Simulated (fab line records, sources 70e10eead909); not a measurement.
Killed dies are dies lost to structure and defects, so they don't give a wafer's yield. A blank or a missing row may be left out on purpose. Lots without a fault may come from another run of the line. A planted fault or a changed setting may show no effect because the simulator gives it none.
Chamber matching | flow nand_harc | NHARC_A_WL_FILL_ETCHBACK_26 on rie_si-04: 4 sister chambers
The step etches the open film in HBr, target depth 52 nm, time 13.3 s. 20 wafers are shown with their chamber, then 10 later ones without.

WAFERS WITH THEIR CHAMBER
wafer  | chamber | oes_product_au (a.u.) | throttle_valve_pct (%)
L076.2 | 1       | 0.994                 | 23.261
L076.5 | 1       | 0.987                 | 23.264
L076.6 | 0       | 0.995                 | 23.267
L077.2 | 0       | 1.014                 | 23.273
L077.3 | 2       | 1.015                 | 23.287
L077.5 | 3       | 1.010                 | 23.266
L081.2 | 3       | 1.005                 | 23.264
L081.3 | 1       | 0.989                 | 23.259
L081.4 | 2       | 1.003                 | 23.274
L082.1 | 1       | 0.992                 | 23.269
L082.2 | 2       | 0.998                 | 23.264
L082.4 | 3       | 1.003                 | 23.250
L085.2 | 0       | 1.001                 | 23.249
L085.3 | 3       | 0.999                 | 23.261
L085.6 | 0       | 0.995                 | 23.270
L088.2 | 2       | 1.003                 | 23.262
L088.3 | 0       | 0.990                 | 23.257
L088.5 | 2       | 0.992                 | 23.277
L090.2 | 1       | 1.002                 | 23.267
L090.5 | 3       | 1.001                 | 23.274

SIGNATURES (means of the wafers above)
reading            | chamber 0 | chamber 1 | chamber 2 | chamber 3 | scatter within a chamber
oes_product_au     | 0.99900   | 0.99280   | 1.00220   | 1.00360   | 0.00722
throttle_valve_pct | 23.26320  | 23.26400  | 23.27280  | 23.26300  | 0.0086
Rule: a wafer's distance from a chamber is the root of the sum, over the readings, of the square of ((its reading less the chamber's mean) divided by the reading's scatter). The wafer belongs to the nearest chamber; if the next one is less than 2 further off, it can't be placed. The scatter: the root of (the sum of the squares of (reading less its chamber's mean) over the shown wafers, divided by (wafers less chambers)).

WAFERS WITHOUT THEIR CHAMBER
wafer  | oes_product_au (a.u.) | throttle_valve_pct (%)
L090.6 | 1.002                 | 23.262
L091.2 | 0.995                 | 23.267
L091.4 | 0.995                 | 23.264
L091.6 | 0.991                 | 23.267
L095.2 | 1.001                 | 23.265
L095.5 | 0.995                 | 23.261
L095.6 | 0.996                 | 23.271
L096.1 | 1.000                 | 23.280
L096.3 | 1.004                 | 23.256
L096.4 | 0.999                 | 23.265

WHICH CHAMBER EACH WENT THROUGH
wafer  | from the rows above               | in truth
L090.6 | can't be placed: 3 or 0 or 2 or 1 | 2
L091.2 | can't be placed: 1 or 0 or 2 or 3 | 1
L091.4 | can't be placed: 1 or 0 or 3 or 2 | 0
L091.6 | can't be placed: 1 or 0 or 2 or 3 | 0
L095.2 | can't be placed: 0 or 3 or 2 or 1 | 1
L095.5 | can't be placed: 1 or 0 or 3 or 2 | 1
L095.6 | can't be placed: 2 or 1 or 0 or 3 | 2
L096.1 | can't be placed: 2 or 0 or 3 or 1 | 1
L096.3 | can't be placed: 3 or 0 or 1 or 2 | 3
L096.4 | can't be placed: 0 or 3 or 1 or 2 | 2
Placed correctly: 0 of 10. Can't be placed from these rows: 10 (the true chamber is among the candidates in 10). Placed wrongly: 0.
